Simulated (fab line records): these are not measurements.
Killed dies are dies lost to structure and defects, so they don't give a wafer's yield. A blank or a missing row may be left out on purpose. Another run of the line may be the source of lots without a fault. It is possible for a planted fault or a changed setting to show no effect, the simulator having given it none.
Matching of chambers | flow nand_harc | rie_diel-01 running NHARC_P_ZERO_WELL_DESCUM_54: 4 sister chambers
The step chemistry O2, time 3 s. 4 wafers are shown with their chamber, then 7 later ones without.

WAFERS PAIRED WITH THEIR CHAMBERS
wafer  | chamber | showerhead_plenum_p_Torr (Torr)
L088.1 | 1       | 1.96
L088.3 | 3       | 2.06
L091.3 | 2       | 1.91
L091.4 | 0       | 1.76

WAFERS MISSING THEIR CHAMBER
wafer  | showerhead_plenum_p_Torr (Torr)
L091.5 | 1.76
L095.2 | 2.05
L095.4 | 1.91
L095.5 | 1.95
L097.2 | 1.95
L097.3 | 1.91
L097.6 | 2.05

WHICH CHAMBER EACH ONE RAN IN
wafer  | from the rows above | in truth
L091.5 | 0                   | 0
L095.2 | 3                   | 3
L095.4 | 2                   | 2
L095.5 | 1                   | 1
L097.2 | 1                   | 1
L097.3 | 2                   | 2
L097.6 | 3                   | 3
Correctly placed: 7 of 7. Left unplaced by these rows: 0. Placed wrongly: 0.
How it was worked out, from the rows above alone: a wafer's distance from a chamber is the root of the sum, over the readings, of the square of ((its reading less the chamber's mean) divided by the reading's scatter). If the next closest chamber is less than 2 further off than the closest, the wafer can't be placed; otherwise it belongs to the closest. Each chamber's mean is taken over the wafers shown for it. The scatter: with one shown wafer a chamber, the root of the mean of the squares of how far each hidden wafer lies from its nearest shown one.
